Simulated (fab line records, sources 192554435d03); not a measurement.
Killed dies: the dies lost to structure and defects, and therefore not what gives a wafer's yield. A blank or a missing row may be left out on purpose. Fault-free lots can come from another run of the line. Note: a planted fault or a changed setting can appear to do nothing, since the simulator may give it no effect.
Struck lot and sound lot, side by side	flow n5-finfet	43 steps out of a route of 1938
Sound: wafers L248.2, L248.4, L248.6. Wafers struck: L243.2, L243.4, L243.5. The cause is named last.
Per side, at each step with rows, come the tool, then ch with its chambers, and then its first start. Under that, the readings that differ: sound wafers	struck wafers	difference of the means	sigmas: that difference in standard deviations of wafers without a fault.
alike: same words and numbers on both sides, and readings whose means sit less than 2 such deviations apart. not compared: any withheld reading, any reading some wafer has no value for, any bound like >300 that may hide the same value, and any number with overlapping values for which the record gives no deviation.
The two part at a step that has a row with sigmas, a row that says differs or no value, or rows on one side only. Numbers that have no deviation but don't overlap get no sigmas and don't part them. A reading missing from all wafers of one side parts the sides only when that side holds two or more wafers.

first, 4 steps without rows for these wafers: N5_MOL_CONTACT_COAG_PRE_CLEAN_121; N5_MOL_CONTACT_COAG_CVD_140 (deposits W, target thk 66.5 nm, time 215 s); N5_MOL_CONTACT_COAG_PRECLEAN_127 (cleans in DIW, time 57.5 s); N5_MOL_CONTACT_COAG_SRD_128 (dry time 32 s).
N5_MOL_CONTACT_COAG_CMP_52: polishes, stops on SiO2, t overpolish 1.5 s, target thk 66.5 nm.
  sound on cmp-01 ch 2,3, day 9 03:53; struck on cmp-03 ch 2,3, day 7 18:31
  alike: motor-current-A, overpolish-run-s, platen-rpm, time-to-endpoint-s
N5_MOL_CONTACT_COAG_THK_MEAS_53:
  struck on film-metro-01, day 7 18:48; sound on film-metro-01, day 9 04:10
  alike: VIA_MOL_THK
then, 1 step without rows for these wafers: N5_MOL_CONTACT_COAG_ANNEAL_112 (time 1800 s).
N5_MOL_CONTACT_COAG_INSPECT_97: inspects for defects (darkfield).
  struck on defect-inspect-02, day 7 21:52; sound on defect-inspect-01, day 9 07:14
  alike: raw-defect-count
then, 1 step without rows for these wafers: N5_BEOL_M0_SAQP_PECVD_00 (deposits SiCN from 3MS/NH3, target thk 8 nm, time 14 s).
N5_BEOL_M0_SAQP_ILD_DEP_01: deposits SiOC from DEMS/O2, target thk 45.419 nm, time 8.7 s.
  sound on pecvd-03 ch 0,1, day 9 07:35; struck on pecvd-04 ch 0,1, day 7 22:13
  alike: heater-power-w, showerhead-plenum-p-Torr, throttle-valve-pct
then, 1 step without rows for these wafers: N5_BEOL_M0_SAQP_HM_DEP_02 (deposits TiN, target thk 12 nm).
N5_BEOL_M0_SAQP_PECVD_03: deposits SiCN from 3MS/NH3, target thk 12 nm, time 21.1 s.
  sound on pecvd-01 ch 0,1, day 9 08:05; struck on pecvd-03 ch 0,1,2, day 8 01:01
  no value came back on the struck wafers for chamber-pressure-Torr (Torr), rf-fwd-power-W (W), showerhead-plenum-p-Torr (Torr), throttle-valve-pct (%); on the sound wafers chamber-pressure-Torr (Torr) reads 3.004 3.003 3.006
then, 3 steps without rows for these wafers: N5_BEOL_M0_SAQP_PECVD_96 (deposits a-Si from SiH4/He, target thk 45 nm, time 45.2 s); N5_BEOL_M0_SAQP_PECVD_97 (deposits SiNx from SiH4/NH3/N2, target thk 23 nm, time 19.9 s); N5_BEOL_M0_SAQP_PECVD_04 (deposits a-Si from SiH4/He, target thk 60 nm, time 60.2 s).
N5_BEOL_M0_SAQP_THK_MEAS_05:
  struck on film-metro-02, day 8 01:13; sound on film-metro-01, day 9 08:17
  alike: thk-nm
then, 9 steps without rows for these wafers: N5_BEOL_M0_SAQP_HM_DEP_111 (deposits SiO2 from SiH4/N2O, target thk 12 nm, time 7.2 s); N5_BEOL_M0_SAQP_COAT_81 (time 60 s, resist thk 100 nm); N5_BEOL_M0_SAQP_COAT_82 (time 60 s, resist thk 30 nm); N5_BEOL_M0_SAQP_COAT_08 (resist thk 90 nm); N5_BEOL_M0_SAQP_EBR_10; N5_BEOL_M0_SAQP_SOFTBAKE_09 (time 60 s); N5_BEOL_M0_SAQP_EXPOSE_11 (exposes mask M0 CORE, target cd 42 nm); N5_BEOL_M0_SAQP_PEB_12 (peb time 60 s); N5_BEOL_M0_SAQP_DEVELOP_13 (develop time 30 s).
N5_BEOL_M0_SAQP_CD_MEAS_14: the cd target is 42.5 nm.
  sound on cd-sem-01 ch 0, day 9 08:38; struck on cd-sem-03 ch 0, day 8 01:42
  alike: cd-nm
N5_BEOL_M0_SAQP_OVL_MEAS_15:
  sound on overlay-02 ch 0, day 9 08:40; struck on overlay-01 ch 0, day 8 01:44
  alike: M0_CORE_OVL
N5_BEOL_M0_SAQP_INSPECT_16: inspects for defects (brightfield).
  struck on defect-inspect-01, day 8 01:45; sound on defect-inspect-02, day 9 08:42
  alike: raw-defect-count
then, 2 steps without rows for these wafers: N5_BEOL_M0_SAQP_DESCUM_19 (chemistry O2, time 7.9 s); N5_BEOL_M0_SAQP_ETCH_83 (etches SiARC in CF4, target depth 39 nm, time 65 s).
N5_BEOL_M0_SAQP_ETCH_84: etches SOC in N2/H2, target depth 100 nm, overetch 20 nm, time 150 s.
  sound on rie-diel-03 ch 1,2, day 9 08:56; struck on rie-diel-06 ch 0,1,3, day 8 01:52
  alike: drypump-motor-current-A, oes-product-au, rf-vpp-V, showerhead-plenum-p-Torr, throttle-valve-pct
  not compared: rf-hours-counter-h
then, 3 steps without rows for these wafers: N5_BEOL_M0_SAQP_STRIP_80 (strips in N2/H2); N5_BEOL_M0_SAQP_HM_OPEN_112 (chemistry CHF3/O2, target SiO2, stops on a-Si, target depth 12 nm, time 13.5 s); N5_BEOL_M0_SAQP_STRIP_113 (strips in CHF3/O2).
N5_BEOL_M0_SAQP_MANDREL_ETCH_20: etches a-Si in HBr/Cl2, stops on SiNx, target depth 60 nm, bt time 10 s, time 30 s.
  sound on rie-si-05 ch 1,3, day 9 09:08; struck on rie-si-02 ch 0,1, day 8 02:04
  alike: drypump-motor-current-A, oes-product-au, throttle-valve-pct
  not compared: rf-hours-counter-h
then, 4 steps without rows for these wafers: N5_BEOL_M0_SAQP_STRIP_86 (strips in N2/H2); N5_BEOL_M0_SAQP_STRIP_115 (strips in post etch residue remover, time 60 s); N5_BEOL_M0_SAQP_SRD_93 (time 30 s); N5_BEOL_M0_SAQP_RECESS_114 (chemistry HF/NH3, target SiO2, target depth 14.4 nm, afs cycles 3, sublimation time 60 s).
N5_BEOL_M0_SAQP_SPACER1_ALD_98: deposits SiO2, target thk 12.8 nm, pulse time 1 s, purge time 2 s.
  sound on ald-sin-02 ch 1,2,3, day 9 09:56; struck on ald-sin-04 ch 1,3, day 8 03:43
  alike: heater-power-w, precursor-pulse-height-rel
then, 1 step without rows for these wafers: N5_BEOL_M0_SAQP_SPACER1_ETCHBACK_99 (etches SiO2 in CHF3/O2, target depth 15.4 nm, time 7.7 s).
N5_BEOL_M0_SAQP_CD_MEAS_29: the cd target is 14.4 nm.
  sound on cd-sem-01 ch 0, day 9 14:23; struck on cd-sem-02 ch 0, day 8 06:27
reading	sound	struck	difference	sigmas
cd-nm (nm)	14.80 14.79 14.74	- - -	no value on the struck wafers	
N5_BEOL_M4_RC_MEAS_101:
  the record has rows for the sound wafers here (prober-02 ch 0, day 12 14:17) and none for the struck ones

## WHERE THEY PART
First at N5_BEOL_M0_SAQP_PECVD_03; last, within this record, at N5_BEOL_M4_RC_MEAS_101.

WHY: the cause the simulator had injected
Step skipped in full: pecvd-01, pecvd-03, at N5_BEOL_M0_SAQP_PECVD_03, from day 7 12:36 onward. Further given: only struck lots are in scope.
